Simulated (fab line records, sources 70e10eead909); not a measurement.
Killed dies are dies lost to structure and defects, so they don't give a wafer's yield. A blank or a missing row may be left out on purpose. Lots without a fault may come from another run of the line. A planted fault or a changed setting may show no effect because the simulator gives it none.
Chamber matching | flow nand_harc | NHARC_A_DECK1_JOINT_ETCHBACK_00 on rie_si-03: 4 sister chambers
The step etches the open film in HBr, target depth 30 nm, time 17.4 s. 4 wafers are shown with their chamber, then 8 later ones without.

WAFERS WITH THEIR CHAMBER
wafer  | chamber | drypump_motor_current_A (A)
L083.6 | 2       | 6.0
L085.5 | 1       | 6.2
L085.6 | 0       | 5.1
L088.2 | 3       | 5.9

WAFERS WITHOUT THEIR CHAMBER
wafer  | drypump_motor_current_A (A)
L088.3 | 6.2
L088.5 | 6.2
L092.2 | 5.2
L092.4 | 6.2
L092.5 | 5.2
L094.1 | 5.2
L094.2 | 6.0
L094.4 | 5.9

WHICH CHAMBER EACH WENT THROUGH
wafer  | from the rows above     | in truth
L088.3 | 1                       | 1
L088.5 | 1                       | 1
L092.2 | 0                       | 0
L092.4 | 1                       | 1
L092.5 | 0                       | 0
L094.1 | 0                       | 0
L094.2 | can't be placed: 2 or 3 | 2
L094.4 | can't be placed: 3 or 2 | 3
Placed correctly: 6 of 8. Can't be placed from these rows: 2 (the true chamber is among the candidates in 2). Placed wrongly: 0.
How it was worked out, from the rows above alone: a wafer's distance from a chamber is the root of the sum, over the readings, of the square of ((its reading less the chamber's mean) divided by the reading's scatter). The wafer belongs to the nearest chamber; if the next one is less than 2 further off, it can't be placed. A chamber's mean is the mean of its shown wafers. The scatter: with one shown wafer a chamber, the root of the mean of the squares of how far each hidden wafer lies from its nearest shown one.
